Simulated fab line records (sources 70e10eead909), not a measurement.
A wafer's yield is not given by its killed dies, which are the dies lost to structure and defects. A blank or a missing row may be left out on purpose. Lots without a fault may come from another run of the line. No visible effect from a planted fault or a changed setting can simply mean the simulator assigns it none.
Matching of chambers || flow nand_harc || NHARC_A_CONTACT_ETCH_90 on rie_diel-11: 4 sister chambers
The step etches the open film in CH3F/O2, target depth 40 nm, time 85.7 s. 16 wafers are shown with their chamber, then 8 later ones without.

## EACH WAFER AND ITS CHAMBER
{"wafer": "L080.3", "chamber": 2, "showerhead_plenum_p_Torr (Torr)": 2.58, "rf_vpp_V (V)": 246.7, "rf_fwd_power_W (W)": 493.7}
{"wafer": "L080.4", "chamber": 3, "showerhead_plenum_p_Torr (Torr)": 2.60, "rf_vpp_V (V)": 246.8, "rf_fwd_power_W (W)": 497.0}
{"wafer": "L080.6", "chamber": 2, "showerhead_plenum_p_Torr (Torr)": 2.58, "rf_vpp_V (V)": 245.4, "rf_fwd_power_W (W)": 494.9}
{"wafer": "L079.2", "chamber": 0, "showerhead_plenum_p_Torr (Torr)": 2.65, "rf_vpp_V (V)": 248.3, "rf_fwd_power_W (W)": 500.8}
{"wafer": "L079.4", "chamber": 3, "showerhead_plenum_p_Torr (Torr)": 2.60, "rf_vpp_V (V)": 245.7, "rf_fwd_power_W (W)": 494.1}
{"wafer": "L079.6", "chamber": 2, "showerhead_plenum_p_Torr (Torr)": 2.58, "rf_vpp_V (V)": 246.8, "rf_fwd_power_W (W)": 495.5}
{"wafer": "L083.1", "chamber": 0, "showerhead_plenum_p_Torr (Torr)": 2.64, "rf_vpp_V (V)": 247.3, "rf_fwd_power_W (W)": 498.8}
{"wafer": "L083.4", "chamber": 2, "showerhead_plenum_p_Torr (Torr)": 2.57, "rf_vpp_V (V)": 246.1, "rf_fwd_power_W (W)": 495.6}
{"wafer": "L083.6", "chamber": 3, "showerhead_plenum_p_Torr (Torr)": 2.59, "rf_vpp_V (V)": 245.0, "rf_fwd_power_W (W)": 495.6}
{"wafer": "L084.4", "chamber": 0, "showerhead_plenum_p_Torr (Torr)": 2.64, "rf_vpp_V (V)": 248.2, "rf_fwd_power_W (W)": 497.8}
{"wafer": "L084.5", "chamber": 1, "showerhead_plenum_p_Torr (Torr)": 2.35, "rf_vpp_V (V)": 242.7, "rf_fwd_power_W (W)": 493.0}
{"wafer": "L084.6", "chamber": 0, "showerhead_plenum_p_Torr (Torr)": 2.64, "rf_vpp_V (V)": 246.9, "rf_fwd_power_W (W)": 495.6}
{"wafer": "L086.2", "chamber": 1, "showerhead_plenum_p_Torr (Torr)": 2.35, "rf_vpp_V (V)": 242.3, "rf_fwd_power_W (W)": 493.2}
{"wafer": "L086.3", "chamber": 3, "showerhead_plenum_p_Torr (Torr)": 2.59, "rf_vpp_V (V)": 246.5, "rf_fwd_power_W (W)": 492.6}
{"wafer": "L086.6", "chamber": 3, "showerhead_plenum_p_Torr (Torr)": 2.59, "rf_vpp_V (V)": 246.7, "rf_fwd_power_W (W)": 492.8}
{"wafer": "L088.3", "chamber": 3, "showerhead_plenum_p_Torr (Torr)": 2.59, "rf_vpp_V (V)": 246.3, "rf_fwd_power_W (W)": 494.5}

SIGNATURES (averages over the wafers above)
{"reading": "showerhead_plenum_p_Torr", "chamber 0": 2.6425, "chamber 1": 2.3500, "chamber 2": 2.5775, "chamber 3": 2.5933, "scatter within a chamber": 0.00486}
{"reading": "rf_vpp_V", "chamber 0": 247.675, "chamber 1": 242.500, "chamber 2": 246.250, "chamber 3": 246.167, "scatter within a chamber": 0.654}
{"reading": "rf_fwd_power_W", "chamber 0": 498.250, "chamber 1": 493.100, "chamber 2": 494.925, "chamber 3": 494.433, "scatter within a chamber": 1.59}
Rule: for a wafer and a chamber, the distance is found by dividing, reading by reading, the gap between the wafer's reading and the chamber's mean by the reading's scatter, squaring, summing and taking the root. If the next closest chamber is less than 2 further off than the closest, the wafer can't be placed; otherwise it belongs to the closest. The scatter: the root of (the sum of the squares of (reading less its chamber's mean) over the shown wafers, divided by (wafers less chambers)).

## WAFERS WHOSE CHAMBER IS MISSING
{"wafer": "L088.4", "showerhead_plenum_p_Torr (Torr)": 2.57, "rf_vpp_V (V)": 246.1, "rf_fwd_power_W (W)": 495.1}
{"wafer": "L088.6", "showerhead_plenum_p_Torr (Torr)": 2.64, "rf_vpp_V (V)": 244.7, "rf_fwd_power_W (W)": 497.1}
{"wafer": "L092.1", "showerhead_plenum_p_Torr (Torr)": 2.58, "rf_vpp_V (V)": 245.0, "rf_fwd_power_W (W)": 493.7}
{"wafer": "L092.2", "showerhead_plenum_p_Torr (Torr)": 2.56, "rf_vpp_V (V)": 245.4, "rf_fwd_power_W (W)": 495.5}
{"wafer": "L092.6", "showerhead_plenum_p_Torr (Torr)": 2.56, "rf_vpp_V (V)": 244.5, "rf_fwd_power_W (W)": 492.9}
{"wafer": "L097.2", "showerhead_plenum_p_Torr (Torr)": 2.62, "rf_vpp_V (V)": 246.2, "rf_fwd_power_W (W)": 495.5}
{"wafer": "L097.5", "showerhead_plenum_p_Torr (Torr)": 2.58, "rf_vpp_V (V)": 245.8, "rf_fwd_power_W (W)": 495.7}
{"wafer": "L097.6", "showerhead_plenum_p_Torr (Torr)": 2.62, "rf_vpp_V (V)": 247.7, "rf_fwd_power_W (W)": 498.5}

## WHICH CHAMBER EACH WENT THROUGH
{"wafer": "L088.4", "from the rows above": 2, "in truth": 2}
{"wafer": "L088.6", "from the rows above": 0, "in truth": 0}
{"wafer": "L092.1", "from the rows above": "can't be placed: 2 or 3", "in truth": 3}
{"wafer": "L092.2", "from the rows above": 2, "in truth": 2}
{"wafer": "L092.6", "from the rows above": 2, "in truth": 2}
{"wafer": "L097.2", "from the rows above": "can't be placed: 0 or 3", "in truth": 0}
{"wafer": "L097.5", "from the rows above": "can't be placed: 2 or 3", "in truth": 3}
{"wafer": "L097.6", "from the rows above": "can't be placed: 0 or 3", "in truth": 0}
Correctly placed: 4 of 8. Cannot be placed on the basis of these rows: 4; the candidates contain the true chamber in 4. Number placed wrongly: 0.
